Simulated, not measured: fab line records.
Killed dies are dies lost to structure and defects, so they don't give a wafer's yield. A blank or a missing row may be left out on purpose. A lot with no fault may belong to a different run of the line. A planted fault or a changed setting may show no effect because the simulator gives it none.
Which of the tools did it? :: flow n5-finfet :: 10 lots, 29 wafers sampled, at 3 steps of a route of 1938

== WHAT THE GAUGES SHOWED, per wafer ==
N5_BEOL_M4_INSPECT_13: inspects for defects (brightfield).
lot: L522
measured: day 7 22:22
on: defect-inspect-01
raw-defect-count: 361 244 304

lot: L524
measured: day 7 23:10
on: defect-inspect-01
raw-defect-count: 535 490 349

lot: L523
measured: day 8 07:40
on: defect-inspect-02
raw-defect-count: 493 517 688

lot: L525
measured: day 8 14:57
on: defect-inspect-01
raw-defect-count: 634 497 337

lot: L527
measured: day 8 22:04
on: defect-inspect-02
raw-defect-count: 431 473 507

lot: L529
measured: day 9 18:13
on: defect-inspect-01
raw-defect-count: 312 293

lot: L535
measured: day 11 00:35
on: defect-inspect-01
raw-defect-count: 476 504 617

lot: L539
measured: day 12 02:07
on: defect-inspect-01
raw-defect-count: 285 386 405

lot: L541
measured: day 12 21:20
on: defect-inspect-01
raw-defect-count: 359 335 502

lot: L543
measured: day 13 05:33
on: defect-inspect-01
raw-defect-count: 440 513 419

== TOOL THAT RAN EACH LOT (tool first, then ch and the chambers of the sampled wafers, then the start) ==
lot: L522
N5_BEOL_M3_ANNEAL_91: pvd-sputter-03, day 7 17:56
N5_BEOL_M3_CO_CAP_55: cvd-co-02 ch 0,2, day 7 19:24

lot: L524
N5_BEOL_M3_ANNEAL_91: pvd-sputter-02, day 7 20:32
N5_BEOL_M3_CO_CAP_55: cvd-co-02 ch 0,2, day 7 21:59

lot: L523
N5_BEOL_M3_ANNEAL_91: pvd-sputter-03, day 8 00:11
N5_BEOL_M3_CO_CAP_55: cvd-co-01 ch 0,1, day 8 02:43

lot: L525
N5_BEOL_M3_ANNEAL_91: pvd-sputter-03, day 8 10:33
N5_BEOL_M3_CO_CAP_55: cvd-co-01 ch 1,2, day 8 12:00

lot: L527
N5_BEOL_M3_ANNEAL_91: pvd-sputter-01, day 8 19:07
N5_BEOL_M3_CO_CAP_55: cvd-co-01 ch 0,1,2, day 8 20:33

lot: L529
N5_BEOL_M3_ANNEAL_91: pvd-sputter-01, day 9 14:57
N5_BEOL_M3_CO_CAP_55: cvd-co-02 ch 1,2, day 9 16:28

lot: L535
N5_BEOL_M3_ANNEAL_91: pvd-sputter-02, day 10 21:59
N5_BEOL_M3_CO_CAP_55: cvd-co-02 ch 0,1,2, day 10 23:26

lot: L539
N5_BEOL_M3_ANNEAL_91: pvd-sputter-03, day 11 23:35
N5_BEOL_M3_CO_CAP_55: cvd-co-01 ch 1,2, day 12 01:02

lot: L541
N5_BEOL_M3_ANNEAL_91: pvd-sputter-02, day 12 18:10
N5_BEOL_M3_CO_CAP_55: cvd-co-01 ch 0,1,2, day 12 19:37

lot: L543
N5_BEOL_M3_ANNEAL_91: pvd-sputter-03, day 13 02:25
N5_BEOL_M3_CO_CAP_55: cvd-co-02 ch 0,2, day 13 03:51
- N5_BEOL_M3_ANNEAL_91: time 240 s.
- N5_BEOL_M3_CO_CAP_55: material Co, precursor CCTBA/H2, target thk 2 nm, time 102.1 s.

== THE ANSWER, worked out from the rows above alone ==
Rule: the usual values come from the lots themselves. The widest of any qualifying gaps counts: lots, ordered by their means at a reading, are off when they make up no more than a third of the lots, leave a main group of 4 or more, and stand apart from it by 3 or more times the standard deviation of that group's means. A main group whose means are all the same, to the digits that the tables above print for the reading, isn't used. A lot without any number at a reading at which 4 lots or more have one is off too. All remaining lots with rows at the step are treated as sound.
Nothing can be told from this: no lot is off at any reading shown.

== WHAT THE SIMULATOR PUT IN ==
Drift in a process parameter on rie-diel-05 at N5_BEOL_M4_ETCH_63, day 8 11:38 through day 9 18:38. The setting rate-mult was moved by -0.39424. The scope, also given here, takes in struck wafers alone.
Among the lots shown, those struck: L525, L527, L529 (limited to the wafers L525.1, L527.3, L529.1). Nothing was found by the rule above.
